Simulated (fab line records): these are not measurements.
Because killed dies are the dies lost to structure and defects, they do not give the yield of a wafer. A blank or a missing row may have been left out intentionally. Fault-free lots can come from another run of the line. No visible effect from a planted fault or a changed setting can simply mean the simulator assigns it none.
Matching of chambers | flow n5 finfet | pecvd-03 running N5_BEOL_M5_DEP_56: 3 sister chambers
The step deposits SiCN from 3MS/NH3, target thk 8 nm, time 14 s. 6 wafers are shown with their chamber, then 7 later ones without.

WAFERS PAIRED WITH THEIR CHAMBERS
wafer  | chamber | throttle valve pct (%) | showerhead plenum p Torr (Torr)
L077.5 | 2       | 8.5                    | 3.656
L082.3 | 2       | 8.2                    | 3.660
L085.4 | 1       | 9.3                    | 3.643
L085.6 | 0       | 8.8                    | 3.673
L087.2 | 0       | 8.5                    | 3.665
L087.4 | 1       | 9.5                    | 3.647

WAFERS WITH NO CHAMBER GIVEN
wafer  | throttle valve pct (%) | showerhead plenum p Torr (Torr)
L087.6 | 9.1                    | 3.685
L095.1 | 9.2                    | 3.660
L095.2 | 8.8                    | 3.677
L095.3 | 8.3                    | 3.655
L096.3 | 9.1                    | 3.658
L096.5 | 8.8                    | 3.670
L096.6 | 8.1                    | 3.656

EACH ONE'S CHAMBER
wafer  | from the rows above          | in truth
L087.6 | 0                            | 0
L095.1 | can't be placed: 0 or 1 or 2 | 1
L095.2 | 0                            | 0
L095.3 | 2                            | 2
L096.3 | can't be placed: 1 or 0 or 2 | 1
L096.5 | 0                            | 0
L096.6 | 2                            | 2
Correctly placed: 5 of 7. From these rows, 2 cannot be placed; in 2 the true chamber is one of the candidates. Placed wrongly: 0.
How it was worked out, from the rows above alone: a wafer's distance from a chamber is the root of the sum, over the readings, of the square of ((its reading less the chamber's mean) divided by the reading's scatter). If the next closest chamber is less than 2 further off than the closest, the wafer can't be placed; otherwise it belongs to the closest. Each chamber's mean is taken over the wafers shown for it. The scatter: the root of (the sum of the squares of (reading less its chamber's mean) over the shown wafers, divided by (wafers less chambers)).
